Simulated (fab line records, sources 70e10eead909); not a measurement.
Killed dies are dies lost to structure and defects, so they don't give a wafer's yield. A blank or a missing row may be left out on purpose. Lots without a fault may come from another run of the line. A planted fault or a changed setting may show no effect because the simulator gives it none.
Which tool did it? | flow nand_harc | 20 lots, 60 wafers sampled, at 6 steps of a route of 1302

WHAT THE GAUGES READ, wafer by wafer
The record holds no reading of a measuring or inspecting step that can be judged against a usual standard deviation.

WHICH TOOL RAN EACH LOT (tool, then ch and the chambers of the sampled wafers, then the start)
lot  | NHARC_A_STAIRCASE_ETCH_23                     | NHARC_A_STAIRCASE_ETCH_199                    | NHARC_A_STAIRCASE_ETCH_203                    | NHARC_A_STAIRCASE_ETCH_234                    | NHARC_A_STAIRCASE_DESCUM_270       | NHARC_A_STAIRCASE_ETCH_452
L074 | rie_diel-04 ch 1,2,3, day 16 16:53 or earlier | rie_diel-02 ch 0,1,2, day 16 16:53 or earlier | rie_diel-02 ch 1,2,3, day 16 16:53 or earlier | rie_diel-12 ch 0,1, day 16 16:53 or earlier   | rie_diel-04 ch 0,1, day 16 16:53   | rie_diel-02 ch 0,1,3, no start
L075 | rie_diel-12 ch 0,1,3, day 16 14:51 or earlier | rie_diel-02 ch 0,1,3, day 16 14:51 or earlier | rie_diel-02 ch 0,1,2, day 16 14:51 or earlier | rie_diel-04 ch 0,1,3, day 16 14:51 or earlier | rie_diel-12 ch 1,2,3, day 16 14:51 | rie_diel-02 ch 1,2,3, no start
L076 | rie_diel-04 ch 1,2,3, day 17 13:14 or earlier | rie_diel-04 ch 0,2, day 17 13:14 or earlier   | rie_diel-04 ch 0,1,2, day 17 13:14 or earlier | rie_diel-12 ch 0,1,3, day 17 13:14 or earlier | rie_diel-02 ch 0,2,3, day 17 13:14 | rie_diel-12 ch 1,3, no start
L079 | rie_diel-04 ch 1,3, day 17 23:26 or earlier   | rie_diel-12 ch 1,2,3, day 17 23:26 or earlier | rie_diel-12 ch 1,3, day 17 23:26 or earlier   | rie_diel-12 ch 1,2, day 17 23:26 or earlier   | rie_diel-12 ch 1,2,3, day 17 23:26 | rie_diel-12 ch 1,2,3, day 18 08:38
L077 | rie_diel-12 ch 1,2,3, day 18 01:20 or earlier | rie_diel-04 ch 1,2, day 18 01:20 or earlier   | rie_diel-04 ch 1,2, day 18 01:20 or earlier   | rie_diel-04 ch 2,3, day 18 01:20 or earlier   | rie_diel-04 ch 1,2,3, day 18 01:20 | rie_diel-04 ch 0,3, no start
L081 | rie_diel-04 ch 0,1,3, day 19 09:57 or earlier | rie_diel-04 ch 2,3, day 19 09:57 or earlier   | rie_diel-04 ch 1,2, day 19 09:57 or earlier   | rie_diel-04 ch 0,2,3, day 19 09:57 or earlier | rie_diel-02 ch 1,2, day 19 09:57   | rie_diel-04 ch 0,1, no start
L083 | rie_diel-12 ch 0,2,3, day 19 17:46 or earlier | rie_diel-12 ch 0,2,3, day 19 17:46 or earlier | rie_diel-12 ch 1,2,3, day 19 17:46 or earlier | rie_diel-02 ch 0,1,2, day 19 17:46 or earlier | rie_diel-02 ch 0,1,3, day 19 17:46 | rie_diel-12 ch 0,1,2, no start
L084 | rie_diel-02 ch 1,3, day 20 13:01 or earlier   | rie_diel-02 ch 0,2,3, day 20 13:01 or earlier | rie_diel-02 ch 0,1,3, day 20 13:01 or earlier | rie_diel-12 ch 0,2,3, day 20 13:01 or earlier | rie_diel-02 ch 1,2, day 20 13:01   | rie_diel-12 ch 0,2, no start
L085 | rie_diel-12 ch 1,2, day 21 06:34 or earlier   | rie_diel-04 ch 0,1,3, day 21 06:34 or earlier | rie_diel-04 ch 0,2,3, day 21 06:34 or earlier | rie_diel-12 ch 1,2, day 21 06:34 or earlier   | rie_diel-04 ch 0,2,3, day 21 06:34 | rie_diel-12 ch 0,2,3, no start
L086 | rie_diel-02 ch 0,1,3, day 21 14:20 or earlier | rie_diel-12 ch 1,2, day 21 14:20 or earlier   | rie_diel-12 ch 1,2,3, day 21 14:20 or earlier | rie_diel-12 ch 0,1, day 21 14:20 or earlier   | rie_diel-12 ch 2,3, day 21 14:20   | rie_diel-02 ch 0,1,2, no start
L087 | rie_diel-02 ch 1,2, day 21 22:59 or earlier   | rie_diel-12 ch 0,3, day 21 22:59 or earlier   | rie_diel-12 ch 1,3, day 21 22:59 or earlier   | rie_diel-04 ch 1,2,3, day 21 22:59 or earlier | rie_diel-04 ch 2,3, day 21 22:59   | rie_diel-02 ch 0,2,3, no start
L088 | rie_diel-12 ch 0,1, day 22 18:33 or earlier   | rie_diel-04 ch 0,2,3, day 22 18:33 or earlier | rie_diel-04 ch 0,1,2, day 22 18:33 or earlier | rie_diel-12 ch 0,1, day 22 18:33 or earlier   | rie_diel-04 ch 1,2,3, day 22 18:33 | rie_diel-12 ch 0,1,3, no start
L089 | rie_diel-02 ch 0,1,2, day 22 15:16 or earlier | rie_diel-04 ch 0,1,3, day 22 15:16 or earlier | rie_diel-04 ch 0,2,3, day 22 15:16 or earlier | rie_diel-12 ch 0,1,2, day 22 15:16 or earlier | rie_diel-02 ch 0,1,2, day 22 15:16 | rie_diel-04 ch 2,3, no start
L091 | rie_diel-12 ch 0,3, day 23 04:35 or earlier   | rie_diel-04 ch 1,3, day 23 04:35 or earlier   | rie_diel-04 ch 0,1,2, day 23 04:35 or earlier | rie_diel-12 ch 0,1,3, day 23 04:35 or earlier | rie_diel-12 ch 0,3, day 23 04:35   | rie_diel-02 ch 0,2, no start
L092 | rie_diel-04 ch 0,1,3, day 23 15:44 or earlier | rie_diel-04 ch 0,1,3, day 23 15:44 or earlier | rie_diel-04 ch 0,2,3, day 23 15:44 or earlier | rie_diel-12 ch 0,1, day 23 15:44 or earlier   | rie_diel-12 ch 0,2,3, day 23 15:44 | rie_diel-04 ch 0,2, no start
L093 | rie_diel-02 ch 0,2,3, day 23 18:47 or earlier | rie_diel-12 ch 0,1,2, day 23 18:47 or earlier | rie_diel-12 ch 0,1,3, day 23 18:47 or earlier | rie_diel-12 ch 1,2,3, day 23 18:47 or earlier | rie_diel-12 ch 0,2,3, day 23 18:47 | rie_diel-02 ch 0,1,3, no start
L094 | rie_diel-12 ch 1,2, day 24 15:03 or earlier   | rie_diel-12 ch 0,1,2, day 24 15:03 or earlier | rie_diel-12 ch 1,2, day 24 15:03 or earlier   | rie_diel-12 ch 1,2,3, day 24 15:03 or earlier | rie_diel-02 ch 2,3, day 24 15:03   | rie_diel-12 ch 0,3, no start
L096 | rie_diel-12 ch 0,2,3, day 25 12:01 or earlier | rie_diel-04 ch 2,3, day 25 12:01 or earlier   | rie_diel-04 ch 0,3, day 25 12:01 or earlier   | rie_diel-12 ch 0,1,2, day 25 12:01 or earlier | rie_diel-04 ch 0,1,3, day 25 12:01 | rie_diel-12 ch 0,1,2, no start
L095 | rie_diel-02 ch 0,3, day 25 11:01 or earlier   | rie_diel-04 ch 0,2,3, day 25 11:01 or earlier | rie_diel-04 ch 0,3, day 25 11:01 or earlier   | rie_diel-12 ch 1,2,3, day 25 11:01 or earlier | rie_diel-12 ch 0,2,3, day 25 11:01 | rie_diel-04 ch 0,2, no start
L097 | rie_diel-12 ch 2,3, day 26 08:24 or earlier   | rie_diel-04 ch 0,2,3, day 26 08:24 or earlier | rie_diel-04 ch 1,2, day 26 08:24 or earlier   | rie_diel-04 ch 1,2, day 26 08:24 or earlier   | rie_diel-12 ch 0,1,2, day 26 08:24 | rie_diel-12 ch 0,1,2, no start
- NHARC_A_STAIRCASE_ETCH_23: etches the open film in C4F8/O2, target depth 100 nm, time 40.5 s.
- NHARC_A_STAIRCASE_ETCH_199: etches the open film in C4F8/O2, target depth 100 nm, time 40.5 s.
- NHARC_A_STAIRCASE_ETCH_203: etches the open film in C4F8/O2, target depth 100 nm, time 40.5 s.
- NHARC_A_STAIRCASE_ETCH_234: etches the open film in C4F8/O2, target depth 100 nm, time 40.5 s.
- NHARC_A_STAIRCASE_DESCUM_270: chemistry O2, time 3 s.
- NHARC_A_STAIRCASE_ETCH_452: etches the open film in CF4/O2, target depth 30 nm, overetch 3 nm, time 16.5 s.

WHAT THE TOOLS THEMSELVES READ (means of the sampled wafers that have a number; where no wafer has one, the mark that the record gives instead)
NHARC_A_STAIRCASE_ETCH_23.
lot  | tool        | bias_w (W) | chamber_pressure_mTorr (mTorr) | oes_product_au (a.u.) | rf_vpp_V (V)
L074 | rie_diel-04 | 999        | 24.997                         | 0.941                 | 893
L075 | rie_diel-12 | 1001       | 24.998                         | 0.955                 | 897
L076 | rie_diel-04 | 998        | 25.008                         | 0.951                 | 905
L079 | rie_diel-04 | 1000       | 24.994                         | 0.930                 | 905
L077 | rie_diel-12 | 1001       | 25.003                         | 0.945                 | 898
L081 | rie_diel-04 | 998        | 25.014                         | 0.962                 | 901
L083 | rie_diel-12 | 997        | 25.007                         | 0.947                 | 893
L084 | rie_diel-02 | 1002       | 24.994                         | 0.963                 | 898
L085 | rie_diel-12 | 1000       | 25.003                         | 0.961                 | 893
L086 | rie_diel-02 | 1006       | 25.005                         | 0.956                 | 899
L087 | rie_diel-02 | 1005       | 25.014                         | 0.967                 | 896
L088 | rie_diel-12 | 1001       | 25.017                         | 0.948                 | 902
L089 | rie_diel-02 | 1001       | 25.004                         | 0.931                 | 897
L091 | rie_diel-12 | 1003       | 25.027                         | 0.958                 | 903
L092 | rie_diel-04 | 1001       | 25.002                         | 0.962                 | 900
L093 | rie_diel-02 | 999        | 25.003                         | 0.940                 | 898
L094 | rie_diel-12 | 1000       | 25.024                         | 0.955                 | 896
L096 | rie_diel-12 | 998        | 25.000                         | 0.958                 | 898
L095 | rie_diel-02 | 1001       | 24.987                         | 0.934                 | 899
L097 | rie_diel-12 | 999        | 25.000                         | 0.964                 | 893

NHARC_A_STAIRCASE_ETCH_199.
lot  | tool        | bias_w (W) | chamber_pressure_mTorr (mTorr) | oes_product_au (a.u.) | rf_vpp_V (V)
L074 | rie_diel-02 | 1001       | 25.019                         | 0.927                 | 898
L075 | rie_diel-02 | 1000       | 24.997                         | 0.931                 | 899
L076 | rie_diel-04 | 1001       | 24.990                         | 0.966                 | 897
L079 | rie_diel-12 | 998        | 24.981                         | 0.943                 | 898
L077 | rie_diel-04 | 1002       | 24.998                         | 0.943                 | 906
L081 | rie_diel-04 | 997        | 25.003                         | 0.937                 | 904
L083 | rie_diel-12 | 1001       | 25.020                         | 0.950                 | 893
L084 | rie_diel-02 | 1003       | 24.997                         | 0.929                 | 899
L085 | rie_diel-04 | 1000       | 24.980                         | 0.970                 | 900
L086 | rie_diel-12 | 999        | 25.000                         | 0.950                 | 896
L087 | rie_diel-12 | 1000       | 24.982                         | 0.951                 | 904
L088 | rie_diel-04 | 1003       | 25.010                         | 0.968                 | 900
L089 | rie_diel-04 | 1000       | 25.000                         | 0.941                 | 899
L091 | rie_diel-04 | 1001       | 24.991                         | 0.947                 | 903
L092 | rie_diel-04 | 1000       | 24.977                         | 0.937                 | 900
L093 | rie_diel-12 | 1002       | 25.020                         | 0.940                 | 898
L094 | rie_diel-12 | 1001       | 25.004                         | 0.954                 | 899
L096 | rie_diel-04 | 1003       | 24.990                         | 0.919                 | 903
L095 | rie_diel-04 | 1002       | 25.014                         | 0.927                 | 901
L097 | rie_diel-04 | 1001       | 25.008                         | 0.951                 | 899

NHARC_A_STAIRCASE_ETCH_203.
lot  | tool        | bias_w (W) | chamber_pressure_mTorr (mTorr) | oes_product_au (a.u.) | rf_vpp_V (V)
L074 | rie_diel-02 | 998.1      | 24.990                         | 0.936                 | 897
L075 | rie_diel-02 | 996.0      | 25.006                         | 0.920                 | 898
L076 | rie_diel-04 | 1002.5     | 25.003                         | 0.951                 | 902
L079 | rie_diel-12 | 1000.8     | 25.013                         | 0.938                 | 900
L077 | rie_diel-04 | 1000.8     | 25.027                         | 0.943                 | 905
L081 | rie_diel-04 | 999.0      | 25.004                         | 0.941                 | 905
L083 | rie_diel-12 | 999.2      | 24.999                         | 0.952                 | 897
L084 | rie_diel-02 | 1000.6     | 24.978                         | 0.948                 | 898
L085 | rie_diel-04 | 1000.8     | 25.005                         | 0.962                 | 900
L086 | rie_diel-12 | 1000.1     | 24.994                         | 0.946                 | 898
L087 | rie_diel-12 | 1000.7     | 25.008                         | 0.948                 | 900
L088 | rie_diel-04 | 1000.0     | 25.011                         | 0.945                 | 901
L089 | rie_diel-04 | 1000.5     | 24.999                         | 0.948                 | 900
L091 | rie_diel-04 | 999.5      | 24.986                         | 0.952                 | 900
L092 | rie_diel-04 | 996.6      | 25.014                         | 0.951                 | 900
L093 | rie_diel-12 | 1000.4     | 24.986                         | 0.940                 | 901
L094 | rie_diel-12 | 999.7      | 25.002                         | 0.954                 | 895
L096 | rie_diel-04 | 1002.6     | 25.008                         | 0.947                 | 896
L095 | rie_diel-04 | 1000.9     | 24.987                         | 0.949                 | 896
L097 | rie_diel-04 | 1004.7     | 25.012                         | 0.937                 | 905

NHARC_A_STAIRCASE_ETCH_234.
lot  | tool        | bias_w (W) | chamber_pressure_mTorr (mTorr) | oes_product_au (a.u.) | rf_vpp_V (V)
L074 | rie_diel-12 | 1001       | 24.984                         | 0.936                 | 896
L075 | rie_diel-04 | 1002       | 25.010                         | 0.954                 | 901
L076 | rie_diel-12 | 998        | 25.010                         | 0.948                 | 896
L079 | rie_diel-12 | 1000       | 24.985                         | 0.933                 | 894
L077 | rie_diel-04 | 999        | 25.016                         | 0.937                 | 905
L081 | rie_diel-04 | 999        | 24.997                         | 0.948                 | 900
L083 | rie_diel-02 | 998        | 24.983                         | 0.938                 | 898
L084 | rie_diel-12 | 1003       | 24.992                         | 0.959                 | 899
L085 | rie_diel-12 | 1001       | 24.982                         | 0.923                 | 896
L086 | rie_diel-12 | 996        | 25.020                         | 0.941                 | 902
L087 | rie_diel-04 | 1000       | 25.012                         | 0.942                 | 904
L088 | rie_diel-12 | 1001       | 25.014                         | 0.946                 | 904
L089 | rie_diel-12 | 1005       | 25.007                         | 0.955                 | 898
L091 | rie_diel-12 | 1002       | 24.989                         | 0.949                 | 902
L092 | rie_diel-12 | 999        | 24.984                         | 0.956                 | 903
L093 | rie_diel-12 | 1002       | 24.982                         | 0.954                 | 896
L094 | rie_diel-12 | 1001       | 24.985                         | 0.955                 | 897
L096 | rie_diel-12 | 999        | 24.987                         | 0.956                 | 899
L095 | rie_diel-12 | 998        | 25.012                         | 0.950                 | 896
L097 | rie_diel-04 | 996        | 24.980                         | 0.938                 | 904

NHARC_A_STAIRCASE_DESCUM_270.
lot  | tool        | chamber_pressure_mTorr (mTorr) | drypump_motor_current_A (A) | oes_product_au (a.u.) | rf_vpp_V (V) | showerhead_plenum_p_Torr (Torr) | throttle_valve_pct (%)
L074 | rie_diel-04 | 60.00                          | 5.5                         | 1.004                 | 57.7         | 1.95                            | 11.303
L075 | rie_diel-12 | 59.97                          | 6.0                         | 0.998                 | 57.7         | 1.94                            | 11.311
L076 | rie_diel-02 | 60.00                          | 5.9                         | 0.998                 | 57.7         | 1.96                            | 11.316
L079 | rie_diel-12 | 60.01                          | 6.0                         | 1.003                 | 58.0         | 1.93                            | 11.315
L077 | rie_diel-04 | 59.97                          | 6.1                         | 0.990                 | 58.0         | 2.06                            | 11.306
L081 | rie_diel-02 | 60.04                          | 5.2                         | 1.003                 | 58.0         | 1.91                            | 11.305
L083 | rie_diel-02 | 60.00                          | 5.7                         | 1.001                 | 58.7         | 1.95                            | 11.302
L084 | rie_diel-02 | 60.03                          | 5.4                         | 1.001                 | 57.9         | 1.92                            | 11.319
L085 | rie_diel-04 | 59.99                          | 5.9                         | 1.005                 | 57.2         | 1.98                            | 11.324
L086 | rie_diel-12 | 60.00                          | 5.5                         | 1.011                 | 58.1         | 1.88                            | 11.308
L087 | rie_diel-04 | 60.05                          | 6.1                         | 1.002                 | 58.2         | 2.03                            | 11.303
L088 | rie_diel-04 | 59.98                          | 6.1                         | 1.002                 | 57.4         | 2.05                            | 11.306
L089 | rie_diel-02 | 59.95                          | 5.8                         | 1.003                 | 57.8         | 1.92                            | 11.295
L091 | rie_diel-12 | 60.03                          | 5.9                         | 1.006                 | 58.4         | 2.01                            | 11.317
L092 | rie_diel-12 | 60.01                          | 5.7                         | 1.010                 | 57.6         | 1.95                            | 11.318
L093 | rie_diel-12 | 59.97                          | 5.7                         | 1.011                 | 57.2         | 1.95                            | 11.312
L094 | rie_diel-02 | 59.99                          | 5.6                         | 1.005                 | 57.4         | 1.94                            | 11.313
L096 | rie_diel-04 | 60.04                          | 5.8                         | 0.997                 | 57.4         | 1.97                            | 11.309
L095 | rie_diel-12 | 60.02                          | 5.7                         | 1.017                 | 58.8         | 1.95                            | 11.320
L097 | rie_diel-12 | 60.04                          | 5.9                         | 1.004                 | 58.1         | 1.94                            | 11.310

NHARC_A_STAIRCASE_ETCH_452.
lot  | tool        | bias_w (W) | cf4_flow_sccm (sccm) | chamber_pressure_mTorr (mTorr) | drypump_motor_current_A (A) | oes_product_au (a.u.) | rf_vpp_V (V) | showerhead_plenum_p_Torr (Torr) | throttle_valve_pct (%)
L074 | rie_diel-02 | 99.94      | 79.99                | 29.998                         | 5.7                         | 1.002                 | 198.6        | 1.37                            | 13.393
L075 | rie_diel-02 | 99.62      | 79.96                | 30.011                         | 5.4                         | 0.997                 | 198.0        | 1.35                            | 13.400
L076 | rie_diel-12 | 99.86      | 79.98                | 30.030                         | 6.4                         | 1.000                 | 199.0        | 1.38                            | 13.401
L079 | rie_diel-12 | 99.99      | 80.06                | 30.009                         | 5.9                         | 0.997                 | 198.5        | 1.35                            | 13.395
L077 | rie_diel-04 | 100.03     | 80.27                | 29.995                         | 5.8                         | 1.005                 | 199.3        | 1.38                            | 13.394
L081 | rie_diel-04 | 100.03     | 79.77                | 29.993                         | 5.8                         | 1.006                 | 199.1        | 1.40                            | 13.390
L083 | rie_diel-12 | 99.92      | 79.81                | 30.012                         | 5.9                         | 1.015                 | 198.3        | 1.37                            | 13.385
L084 | rie_diel-12 | 100.21     | 80.02                | 30.008                         | 5.6                         | 1.012                 | 198.6        | 1.38                            | 13.399
L085 | rie_diel-12 | 99.94      | 79.92                | 29.979                         | 5.7                         | 1.011                 | 198.0        | 1.36                            | 13.397
L086 | rie_diel-02 | 99.89      | 79.79                | 29.991                         | 5.8                         | 0.994                 | 197.3        | 1.35                            | 13.406
L087 | rie_diel-02 | 99.86      | 79.88                | 30.013                         | 5.9                         | 0.994                 | 198.3        | 1.36                            | 13.392
L088 | rie_diel-12 | 100.20     | 80.28                | 30.010                         | 6.1                         | 1.004                 | 198.3        | 1.40                            | 13.395
L089 | rie_diel-04 | 99.78      | 79.99                | 29.992                         | 6.2                         | 0.993                 | 199.2        | 1.42                            | 13.395
L091 | rie_diel-02 | 100.07     | 80.12                | 30.002                         | 6.3                         | 0.990                 | 198.1        | 1.36                            | 13.398
L092 | rie_diel-04 | 99.76      | 79.95                | 29.987                         | 6.0                         | 0.989                 | 198.8        | 1.39                            | 13.400
L093 | rie_diel-02 | 100.12     | 80.04                | 29.959                         | 5.8                         | 0.996                 | 197.9        | 1.35                            | 13.391
L094 | rie_diel-12 | 99.84      | 80.02                | 29.999                         | 5.8                         | 1.010                 | 199.8        | 1.42                            | 13.400
L096 | rie_diel-12 | 100.07     | 79.81                | 30.009                         | 5.9                         | 1.011                 | 198.7        | 1.35                            | 13.389
L095 | rie_diel-04 | 100.22     | 80.14                | 29.987                         | 6.0                         | 0.991                 | 199.0        | 1.39                            | 13.394
L097 | rie_diel-12 | 99.70      | 79.85                | 30.027                         | 5.9                         | 1.011                 | 198.4        | 1.35                            | 13.393

THE ANSWER, worked out from the rows above alone
Rule: what is usual is taken from the lots themselves. Put in order of their means at a reading, lots are off if they are a third of the lots or fewer, leave a main group of 4 or more, and stand apart from it by a gap of 3 or more times the standard deviation of the main group's means; of several such gaps the widest counts. A main group whose means are all the same, to the digits that the tables above print for the reading, isn't used. A lot without any number at a reading at which 4 lots or more have one is off too. The other lots that the step has rows for count as sound. The gauges are gone through in route order, then the tools' own readings, and for those a lot's mean is taken as printed above. The first step at which some lot is off is used, and at that step the reading that is off furthest; a lot without a number counts as furthest.
No lot is off at any reading shown: from this, nothing can be told.

WHAT THE SIMULATOR HAD PUT IN
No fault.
